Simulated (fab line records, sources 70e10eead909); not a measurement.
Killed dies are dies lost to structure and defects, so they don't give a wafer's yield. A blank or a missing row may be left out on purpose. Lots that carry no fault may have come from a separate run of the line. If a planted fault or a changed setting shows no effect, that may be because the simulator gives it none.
Which tool did it? / flow nand harc / 13 lots, 37 wafers sampled, at 6 steps of a route of 1302

## WHAT THE GAUGES READ, wafer by wafer
NHARC_A_ONON_D2_THK_MEAS_05: measures by ellipsometry.
lot=L675; measured=day 13 01:00; on=film metro-02; thk nm (nm)=1003 1003 1002
lot=L677; measured=day 13 06:53; on=film metro-01; thk nm (nm)=1007 1007 1006
lot=L680; measured=day 14 04:31; on=film metro-01; thk nm (nm)=1005 1006 1003
lot=L683; measured=day 15 04:25; on=film metro-02; thk nm (nm)=1005 1005 1008
lot=L682; measured=day 15 04:14; on=film metro-02; thk nm (nm)=989 989 986
lot=L684; measured=day 16 14:11; on=film metro-01; thk nm (nm)=990 989 989
lot=L687; measured=day 17 05:21; on=film metro-01; thk nm (nm)=994 993 993
lot=L692; measured=day 20 00:26; on=film metro-02; thk nm (nm)=1002 1004
lot=L693; measured=day 19 22:49; on=film metro-01; thk nm (nm)=995 996 995
lot=L694; measured=day 20 11:02; on=film metro-02; thk nm (nm)=994 995
lot=L695; measured=day 21 06:44; on=film metro-01; thk nm (nm)=996 995 997
lot=L697; measured=day 21 06:44; on=film metro-02; thk nm (nm)=997 997 999
lot=L698; measured=day 22 02:16; on=film metro-02; thk nm (nm)=998 1000 998

NHARC_A_ONON_D2_THK_MEAS_08: measures by ellipsometry.
lot=L675; measured=day 13 01:34; on=film metro-02; thk nm (nm)=1004 1004 1004
lot=L677; measured=day 13 07:28; on=film metro-01; thk nm (nm)=998 997 997
lot=L680; measured=day 14 05:04; on=film metro-01; thk nm (nm)=1003 1004 1004
lot=L683; measured=day 15 04:59; on=film metro-01; thk nm (nm)=999 999 999
lot=L682; measured=day 15 04:48; on=film metro-01; thk nm (nm)=1003 1005 1003
lot=L684; measured=day 16 14:45; on=film metro-01; thk nm (nm)=1005 1003 1005
lot=L687; measured=day 17 05:56; on=film metro-02; thk nm (nm)=984 987 984
lot=L692; measured=day 20 01:00; on=film metro-02; thk nm (nm)=1574 1007
lot=L693; measured=day 19 23:24; on=film metro-02; thk nm (nm)=1000 999 999
lot=L694; measured=day 20 11:37; on=film metro-02; thk nm (nm)=1559 989
lot=L695; measured=day 21 07:18; on=film metro-01; thk nm (nm)=1576 1007 1008
lot=L697; measured=day 21 07:18; on=film metro-02; thk nm (nm)=995 992 994
lot=L698; measured=day 22 02:50; on=film metro-02; thk nm (nm)=1007 1009 1007

NHARC_END_SORT_01.
lot=L683; measured=day 26 22:04; on=prober-01; killed at array=117 107 106; killed at other=0 1 0; killed at periphery=8 7 6; killed dies=125 115 112; killed open=2 3 3; killed short=6 5 6
lot=L692; measured=day 32 18:16; on=prober-01; killed at array=674 61; killed at other=0 0; killed at periphery=3 5; killed dies=677 66; killed open=4 4; killed short=5 1
lot=L694; measured=day 33 09:56; on=prober-01; killed at array=666 22; killed at other=2 3; killed at periphery=9 14; killed dies=677 39; killed open=4 4; killed short=1 3
lot=L695; measured=day 33 04:23; on=prober-02; killed at array=674 80 83; killed at other=0 2 2; killed at periphery=3 2 3; killed dies=677 84 88; killed open=3 4 1; killed short=1 0 2

## EACH LOT AND THE TOOL THAT RAN IT (in order: tool; ch and the chambers of the sampled wafers; start)
lot=L675; NHARC_A_CHANNEL_FILL_D1_ETCHBACK_08=rie diel-05 ch 3, day 12 01:42 or earlier; NHARC_A_DECK1_JOINT_ETCHBACK_00=rie si-06 ch 0,1,2, day 12 01:42; NHARC_A_ONON_D2_DEP_06=pecvd onon-01 ch 0, day 13 01:04
lot=L677; NHARC_A_CHANNEL_FILL_D1_ETCHBACK_08=rie diel-07 ch 0,1,3, day 12 09:13 or earlier; NHARC_A_DECK1_JOINT_ETCHBACK_00=rie si-04 ch 0,3, day 12 09:13; NHARC_A_ONON_D2_DEP_06=pecvd onon-04 ch 0, day 13 07:01
lot=L680; NHARC_A_CHANNEL_FILL_D1_ETCHBACK_08=rie diel-09 ch 0,1,2, day 13 02:53 or earlier; NHARC_A_DECK1_JOINT_ETCHBACK_00=rie si-04 ch 0,2,3, day 13 02:53; NHARC_A_ONON_D2_DEP_06=pecvd onon-02 ch 0, day 14 04:34
lot=L683; NHARC_A_CHANNEL_FILL_D1_ETCHBACK_08=rie diel-09 ch 0,2,3, day 14 05:23 or earlier; NHARC_A_DECK1_JOINT_ETCHBACK_00=rie si-01 ch 0,1,3, day 14 05:23; NHARC_A_ONON_D2_DEP_06=pecvd onon-04 ch 0, day 15 04:28
lot=L682; NHARC_A_CHANNEL_FILL_D1_ETCHBACK_08=rie diel-05 ch 1,2,3, day 14 05:22 or earlier; NHARC_A_DECK1_JOINT_ETCHBACK_00=rie si-04 ch 0,2, day 14 05:22; NHARC_A_ONON_D2_DEP_06=pecvd onon-02 ch 0, day 15 04:21
lot=L684; NHARC_A_CHANNEL_FILL_D1_ETCHBACK_08=rie diel-05 ch 0,1,2, day 15 14:32 or earlier; NHARC_A_DECK1_JOINT_ETCHBACK_00=rie si-06 ch 1,3, day 15 14:32; NHARC_A_ONON_D2_DEP_06=pecvd onon-04 ch 0, day 16 14:18
lot=L687; NHARC_A_CHANNEL_FILL_D1_ETCHBACK_08=rie diel-07 ch 1,2,3, day 16 03:36 or earlier; NHARC_A_DECK1_JOINT_ETCHBACK_00=rie si-01 ch 0,1,3, day 16 03:36; NHARC_A_ONON_D2_DEP_06=pecvd onon-04 ch 0, day 17 05:25
lot=L692; NHARC_A_CHANNEL_FILL_D1_ETCHBACK_08=rie diel-09 ch 2,3, day 18 17:13 or earlier; NHARC_A_DECK1_JOINT_ETCHBACK_00=rie si-01 ch 2,3, day 18 17:13; NHARC_A_ONON_D2_DEP_06=pecvd onon-04 ch 0, day 20 00:33
lot=L693; NHARC_A_CHANNEL_FILL_D1_ETCHBACK_08=rie diel-09 ch 1,2, day 19 00:26 or earlier; NHARC_A_DECK1_JOINT_ETCHBACK_00=rie si-01 ch 2,3, day 19 00:26; NHARC_A_ONON_D2_DEP_06=pecvd onon-04 ch 0, day 19 23:04
lot=L694; NHARC_A_CHANNEL_FILL_D1_ETCHBACK_08=rie diel-07 ch 1,3, day 19 06:44 or earlier; NHARC_A_DECK1_JOINT_ETCHBACK_00=rie si-04 ch 1,3, day 19 06:44; NHARC_A_ONON_D2_DEP_06=pecvd onon-04 ch 0, day 20 11:10
lot=L695; NHARC_A_CHANNEL_FILL_D1_ETCHBACK_08=rie diel-05 ch 0,1,3, day 20 09:07 or earlier; NHARC_A_DECK1_JOINT_ETCHBACK_00=rie si-04 ch 0,1,3, day 20 09:07; NHARC_A_ONON_D2_DEP_06=pecvd onon-04 ch 0, day 21 06:48
lot=L697; NHARC_A_CHANNEL_FILL_D1_ETCHBACK_08=rie diel-07 ch 0,1,3, day 20 09:07 or earlier; NHARC_A_DECK1_JOINT_ETCHBACK_00=rie si-01 ch 0,1,2, day 20 09:07; NHARC_A_ONON_D2_DEP_06=pecvd onon-01 ch 0, day 21 06:50
lot=L698; NHARC_A_CHANNEL_FILL_D1_ETCHBACK_08=rie diel-05 ch 1,3, day 20 22:16 or earlier; NHARC_A_DECK1_JOINT_ETCHBACK_00=rie si-06 ch 2,3, day 20 22:16; NHARC_A_ONON_D2_DEP_06=pecvd onon-02 ch 0, day 22 02:19
- NHARC_A_CHANNEL_FILL_D1_ETCHBACK_08: etches the open film in C4F8, target depth 220 nm, time 110 s.
- NHARC_A_DECK1_JOINT_ETCHBACK_00: etches the open film in HBr, target depth 30 nm, time 17.4 s.
- NHARC_A_ONON_D2_DEP_06: target thk 1000 nm.

## AS READ BY THE TOOLS THEMSELVES (means over the sampled wafers that have a number; for cases with no such wafer, the mark the record gives instead)
NHARC_A_CHANNEL_FILL_D1_ETCHBACK_08.
lot=L675; tool=rie diel-05; oes product au (a.u.)=1.00; rf vpp V (V)=442.9
lot=L677; tool=rie diel-07; oes product au (a.u.)=0.92; rf vpp V (V)=438.1
lot=L680; tool=rie diel-09; oes product au (a.u.)=0.92; rf vpp V (V)=439.0
lot=L683; tool=rie diel-09; oes product au (a.u.)=0.92; rf vpp V (V)=441.0
lot=L682; tool=rie diel-05; oes product au (a.u.)=0.92; rf vpp V (V)=440.5
lot=L684; tool=rie diel-05; oes product au (a.u.)=0.92; rf vpp V (V)=440.6
lot=L687; tool=rie diel-07; oes product au (a.u.)=0.99; rf vpp V (V)=440.3
lot=L692; tool=rie diel-09; oes product au (a.u.)=0.97; rf vpp V (V)=442.0
lot=L693; tool=rie diel-09; oes product au (a.u.)=0.99; rf vpp V (V)=436.7
lot=L694; tool=rie diel-07; oes product au (a.u.)=1.00; rf vpp V (V)=437.4
lot=L695; tool=rie diel-05; oes product au (a.u.)=0.97; rf vpp V (V)=441.0
lot=L697; tool=rie diel-07; oes product au (a.u.)=0.92; rf vpp V (V)=438.8
lot=L698; tool=rie diel-05; oes product au (a.u.)=0.99; rf vpp V (V)=442.9

NHARC_A_DECK1_JOINT_ETCHBACK_00.
lot=L675; tool=rie si-06; drypump motor current A (A)=5.6; oes product au (a.u.)=1.002; throttle valve pct (%)=23.277
lot=L677; tool=rie si-04; drypump motor current A (A)=5.8; oes product au (a.u.)=0.996; throttle valve pct (%)=23.265
lot=L680; tool=rie si-04; drypump motor current A (A)=5.8; oes product au (a.u.)=0.999; throttle valve pct (%)=23.259
lot=L683; tool=rie si-01; drypump motor current A (A)=5.8; oes product au (a.u.)=1.006; throttle valve pct (%)=23.272
lot=L682; tool=rie si-04; drypump motor current A (A)=5.8; oes product au (a.u.)=1.005; throttle valve pct (%)=23.261
lot=L684; tool=rie si-06; drypump motor current A (A)=5.5; oes product au (a.u.)=0.999; throttle valve pct (%)=23.278
lot=L687; tool=rie si-01; drypump motor current A (A)=5.8; oes product au (a.u.)=1.007; throttle valve pct (%)=23.269
lot=L692; tool=rie si-01; drypump motor current A (A)=5.2; oes product au (a.u.)=1.015; throttle valve pct (%)=23.261
lot=L693; tool=rie si-01; drypump motor current A (A)=5.1; oes product au (a.u.)=1.007; throttle valve pct (%)=23.259
lot=L694; tool=rie si-04; drypump motor current A (A)=5.8; oes product au (a.u.)=1.006; throttle valve pct (%)=23.256
lot=L695; tool=rie si-04; drypump motor current A (A)=5.8; oes product au (a.u.)=0.995; throttle valve pct (%)=23.265
lot=L697; tool=rie si-01; drypump motor current A (A)=5.5; oes product au (a.u.)=1.003; throttle valve pct (%)=23.269
lot=L698; tool=rie si-06; drypump motor current A (A)=5.7; oes product au (a.u.)=0.995; throttle valve pct (%)=23.260

## THE ANSWER, worked out from the rows above alone
Rule: what is usual is taken from the lots themselves. The widest of any qualifying gaps counts: lots, ordered by their means at a reading, are off when they make up no more than a third of the lots, leave a main group of 4 or more, and stand apart from it by 3 or more times the standard deviation of that group's means. A main group whose means are all the same, to the digits that the tables above print for the reading, isn't used. A lot without any number at a reading at which 4 lots or more have one is off too. Any other lot the step has rows for is counted as sound. After the gauges, taken in route order, come the tools' own readings; for these a lot's mean is taken, as printed above. At the first step where some lot is off, the reading lying furthest off is the one used; lots without a number count as furthest.
Off: L692, L694, L695, at NHARC_A_ONON_D2_THK_MEAS_08 (thk nm). Mean 1000 nm and standard deviation 6.3 in the main group.
A tool fits if, at a process step before that reading, it ran every lot that is off, and no sound lot after the first of them. Gauges at NHARC_A_ONON_D2_THK_MEAS_08: tried the same way as those tools. NHARC_A_CHANNEL_FILL_D1_ETCHBACK_08: start missing for some lots; hours and lot order therefore follow NHARC_A_DECK1_JOINT_ETCHBACK_00. One fits: NHARC_A_ONON_D2_DEP_06 on pecvd onon-04. Its last sound lot is L693 (day 19 23:04), its first lot that is off L692 (day 20 00:33): a fault that began between those two fits.

## WHAT WAS PUT IN BY THE SIMULATOR
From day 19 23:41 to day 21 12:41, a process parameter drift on pecvd onon-04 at NHARC_A_ONON_D2_DEP_06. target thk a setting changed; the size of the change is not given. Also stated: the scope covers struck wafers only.
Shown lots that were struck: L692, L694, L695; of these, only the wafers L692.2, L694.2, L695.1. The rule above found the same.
